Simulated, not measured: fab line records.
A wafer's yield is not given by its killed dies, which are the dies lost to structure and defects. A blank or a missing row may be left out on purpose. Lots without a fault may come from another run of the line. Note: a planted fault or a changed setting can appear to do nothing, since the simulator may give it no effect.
Which of the tools did it?    flow n5 finfet    9 lots, 27 wafers sampled, at 5 steps of a route of 1938

== WHAT EACH GAUGE READ, for each wafer ==
N5_BEOL_M4_RC_MEAS_101.
lot   measured      on         DIBL_N (mV/V)
L381  day 8 03:10   prober-01  38.3 36.7 36.8
L382  day 8 15:29   prober-01  37.4 34.2 36.5
L384  day 9 19:38   prober-02  38.0 37.2 37.7
L386  day 9 16:14   prober-02  33.4 35.9 33.5
L388  day 9 22:42   prober-01  33.8 36.2 35.3
L392  day 11 08:19  prober-02  35.3 36.1 35.1
L397  day 12 07:55  prober-02  37.0 37.5 37.3
L398  day 12 19:00  prober-01  37.9 38.4 39.1
L401  day 13 10:22  prober-01  35.9 34.6 36.0

== WHAT TOOL EACH LOT RAN ON (gives the tool, then ch and the chambers of the sampled wafers, and finally the start) ==
lot   N5_DUMMY_GATE_DESCUM_20            N5_DUMMY_GATE_STRIP_40             N5_DUMMY_GATE_STRIP_41             N5_SD_EPI_N_COAT_32
L381  rie diel-06 ch 0,2,3, day 3 04:59  rie diel-06 ch 0,2,3, day 3 05:20  rie diel-03 ch 0,1,3, day 3 05:31  litho track-03 ch 0, day 3 06:50
L382  rie diel-06 ch 0,1, day 3 09:33    rie diel-04 ch 1,2,3, day 3 09:53  rie diel-03 ch 1,2,3, day 3 10:01  litho track-05 ch 0, day 3 11:20
L384  rie diel-04 ch 1,2,3, day 3 23:19  rie diel-06 ch 0,3, day 3 23:40    rie diel-03 ch 0,1,3, day 3 23:56  litho track-05 ch 0, day 4 01:20
L386  rie diel-06 ch 1,2,3, day 4 13:57  rie diel-03 ch 2,3, day 4 14:17    rie diel-03 ch 0,3, day 4 14:25    litho track-01 ch 0, day 4 16:08
L388  rie diel-06 ch 0,2, day 4 23:22    rie diel-06 ch 0,2,3, day 4 23:41  rie diel-04 ch 0,1,3, day 4 23:50  litho track-01 ch 0, day 5 01:14
L392  rie diel-06 ch 0,2,3, day 6 04:48  rie diel-04 ch 0,1, day 6 05:08    rie diel-06 ch 0,2,3, day 6 05:16  litho track-05 ch 0, day 6 06:35
L397  rie diel-04 ch 2,3, day 7 04:01    rie diel-06 ch 0,1, day 7 04:34    rie diel-04 ch 0,2,3, day 7 04:46  litho track-03 ch 0, day 7 06:28
L398  rie diel-03 ch 1,3, day 7 11:09    rie diel-06 ch 0,2, day 7 11:30    rie diel-03 ch 0,1, day 7 11:42    litho track-03 ch 0, day 7 13:04
L401  rie diel-04 ch 2,3, day 8 04:34    rie diel-06 ch 0,3, day 8 04:53    rie diel-03 ch 1,2,3, day 8 05:02  litho track-01 ch 0, day 8 06:20
- N5_DUMMY_GATE_DESCUM_20: chemistry O2, time 6.2 s.
- N5_DUMMY_GATE_STRIP_40: strips in CF4.
- N5_DUMMY_GATE_STRIP_41: strips in O2.
- N5_SD_EPI_N_COAT_32: time 60 s, resist thk 350 nm.

== THE ANSWER, worked out from the rows above alone ==
Rule: what is usual is taken from the lots themselves. The widest of any qualifying gaps counts: lots, ordered by their means at a reading, are off when they make up no more than a third of the lots, leave a main group of 4 or more, and stand apart from it by 3 or more times the standard deviation of that group's means. The tables above print the reading to a certain number of digits; a main group whose means all agree to those digits is not used. A lot without any number at a reading at which 4 lots or more have one is off too. Any other lot the step has rows for is counted as sound.
No lot is off at any reading shown: from this, nothing can be told.

== WHAT THE SIMULATOR PUT IN ==
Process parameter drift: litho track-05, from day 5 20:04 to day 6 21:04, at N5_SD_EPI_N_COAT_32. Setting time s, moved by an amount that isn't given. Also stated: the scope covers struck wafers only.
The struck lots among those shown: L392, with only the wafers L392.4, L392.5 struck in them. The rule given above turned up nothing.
